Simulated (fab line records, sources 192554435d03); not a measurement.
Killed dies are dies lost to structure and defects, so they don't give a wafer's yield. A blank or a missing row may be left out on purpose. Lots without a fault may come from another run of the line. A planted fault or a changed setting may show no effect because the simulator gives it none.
Split-lot experiment | flow n5_finfet | 7 lots, 39 wafers read, on a route of 1938 steps

THE SPLIT
At N5_MOL_CONTACT_COAG_ETCH_124 (etches SiNx in CH3F/O2, stops on SiOC, target depth 6.5 nm), the setting target_depth_a was moved away from the recipe's 65 angstrom on 12 of the 39 wafers read, by -47.1% to +55.2%. The other wafers ran this setting at the recipe's value.

The file shows no step between the split and the reading.

THE READING
SOC_of_MOL_CONTACT_COAG_COAT_62.thk_nm (the simulator's own value, which no gauge read), in nm, at N5_MOL_CONTACT_COAG_ETCH_48 (etches SiOC in C4F6/O2, target depth 15 nm, overetch 4.5 nm, time 17 s). The file gives no usual value for it. The 27 wafers here that ran the recipe average 45.9 nm, standard deviation 0.25 nm.

wafer  | tool, chamber at the split | target_depth_a as run, angstrom | against the recipe | SOC_of_MOL_CONTACT_COAG_COAT_62.thk_nm, nm | against lot-mates on the recipe
L074.1 | rie_diel-04, 0             | 100.9                           | +55.2%             | 44.2                                       | -2.0
L074.2 | rie_diel-04, 1             | 100.9                           | +55.2%             | 44.2                                       | -2.0
L074.3 | rie_diel-04, 3             | 65                              | recipe             | 46.4                                       | -
L074.4 | rie_diel-04, 2             | 65                              | recipe             | 46.2                                       | -
L074.5 | rie_diel-04, 1             | 65                              | recipe             | 46                                         | -
L074.6 | rie_diel-04, 2             | 100.9                           | +55.2%             | 44.4                                       | -1.8
L075.1 | rie_diel-03, 1             | 94.58                           | +45.5%             | 44.8                                       | -1.0
L075.2 | rie_diel-03, 2             | 94.58                           | +45.5%             | 44.6                                       | -1.2
L075.3 | rie_diel-03, 3             | 65                              | recipe             | 45.6                                       | -
L075.4 | rie_diel-03, 0             | 94.58                           | +45.5%             | 44.4                                       | -1.4
L075.5 | rie_diel-03, 3             | 65                              | recipe             | 45.8                                       | -
L075.6 | rie_diel-03, 2             | 65                              | recipe             | 46                                         | -
L078.1 | rie_diel-03, 3             | 65                              | recipe             | 45.6                                       | -
L078.2 | rie_diel-03, 0             | 65                              | recipe             | 45.4                                       | -
L078.5 | rie_diel-03, 0             | 65                              | recipe             | 45.4                                       | -
L078.3 | rie_diel-03, 2             | 65                              | recipe             | 46                                         | -
L078.6 | rie_diel-03, 2             | 65                              | recipe             | 46                                         | -
L078.4 | rie_diel-03, 3             | 65                              | recipe             | 45.8                                       | -
L079.1 | rie_diel-04, 1             | 65                              | recipe             | 45.8                                       | -
L079.6 | rie_diel-04, 0             | 65                              | recipe             | 45.8                                       | -
L079.2 | rie_diel-04, 2             | 65                              | recipe             | 46.2                                       | -
L082.1 | rie_diel-03, 2             | 65                              | recipe             | 46.2                                       | -
L082.5 | rie_diel-03, 2             | 65                              | recipe             | 46.2                                       | -
L082.2 | rie_diel-03, 3             | 65                              | recipe             | 46                                         | -
L082.3 | rie_diel-03, 1             | 65                              | recipe             | 45.8                                       | -
L082.6 | rie_diel-03, 1             | 65                              | recipe             | 45.8                                       | -
L082.4 | rie_diel-03, 0             | 65                              | recipe             | 45.6                                       | -
L085.1 | rie_diel-05, 0             | 49.46                           | -23.9%             | 46.4                                       | +0.5
L085.2 | rie_diel-05, 2             | 49.46                           | -23.9%             | 46.4                                       | +0.5
L085.3 | rie_diel-05, 1             | 65                              | recipe             | 46.2                                       | -
L085.4 | rie_diel-05, 3             | 65                              | recipe             | 45.8                                       | -
L085.6 | rie_diel-05, 0             | 65                              | recipe             | 45.8                                       | -
L085.5 | rie_diel-05, 3             | 49.46                           | -23.9%             | 46.6                                       | +0.7
L090.1 | rie_diel-05, 2             | 34.36                           | -47.1%             | 47.2                                       | +1.5
L090.2 | rie_diel-05, 3             | 34.36                           | -47.1%             | 47.4                                       | +1.7
L090.3 | rie_diel-05, 3             | 65                              | recipe             | 45.8                                       | -
L090.6 | rie_diel-05, 3             | 65                              | recipe             | 45.8                                       | -
L090.4 | rie_diel-05, 2             | 65                              | recipe             | 45.6                                       | -
L090.5 | rie_diel-05, 2             | 34.36                           | -47.1%             | 47                                         | +1.3

THE FIT
A straight line over all 39 wafers: SOC_of_MOL_CONTACT_COAG_COAT_62.thk_nm changes by -0.0282 nm for each +1% of target_depth_a; r = -0.95; the points scatter about the line by 0.23 nm.
The same after taking each lot's own level away (the mean of its wafers on the recipe; 39 wafers): -0.0307 nm for each +1%; r = -0.96; scatter 0.21 nm.
On that fit, the largest move of target_depth_a shifts the reading by 1.7 nm.
The lots' own levels span 45.70 to 46.20 nm, that is 2.0 times the standard deviation above.
So the lot-to-lot level changes the slope little: the two slopes agree.
Check: with one of the wafers moved furthest among these (+55.2%) left out of the fit, the line predicts -1.66 nm for it against its lot-mates. It came out at -2 nm against them.

OTHER SPLITS ON THESE WAFERS
These wafers also went through other splits before the reading. Each is held against what the fit with the lots' levels taken away leaves over:
other split on the same wafers          | wafers away from the commonest value | r with SOC_of_MOL_CONTACT_COAG_COAT_62.thk_nm (lot level and that fit taken away)
N5_ZERO_LAYER_DEVELOP_10 develop_time_s | 15                                   | +0.16
N5_SD_EPI_N_DEVELOP_08 develop_time_s   | 12                                   | +0.00
N5_HKMG_FIN_ALD_79 ald_cycles           | 18                                   | -0.13
N5_MOL_CONTACT_COAG_ALD_27 ald_cycles   | 15                                   | -0.19

THE WHOLE CHAIN: every reading that the file lists as answering this split, in the file's order
step                         | what it does                                                           | reading                                                                                 | change (the file's fit)                                                              | r (the file's)
N5_MOL_CONTACT_COAG_ETCH_124 | etches SiNx in CH3F/O2, stops on SiOC, target depth 6.5 nm             | etch.depth_nm (the simulator's own value, which no gauge read)                          | not straight: 3.419 at the lowest setting, 5.003 at the recipe, 5.006 at the highest | not given
N5_MOL_CONTACT_COAG_ETCH_124 | etches SiNx in CH3F/O2, stops on SiOC, target depth 6.5 nm             | SOC_of_MOL_CONTACT_COAG_COAT_62.thk_nm (the simulator's own value, which no gauge read) | -0.0301 nm for each +1% of the setting                                               | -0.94
N5_MOL_CONTACT_COAG_ETCH_48  | etches SiOC in C4F6/O2, target depth 15 nm, overetch 4.5 nm, time 17 s | SOC_of_MOL_CONTACT_COAG_COAT_62.thk_nm (the simulator's own value, which no gauge read) | -0.0307 nm for each +1% of the setting                                               | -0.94

THE FILE'S OWN FIT
SOC_of_MOL_CONTACT_COAG_COAT_62.thk_nm changes by -0.0307 nm for each +1% of target_depth_a, r = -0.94.
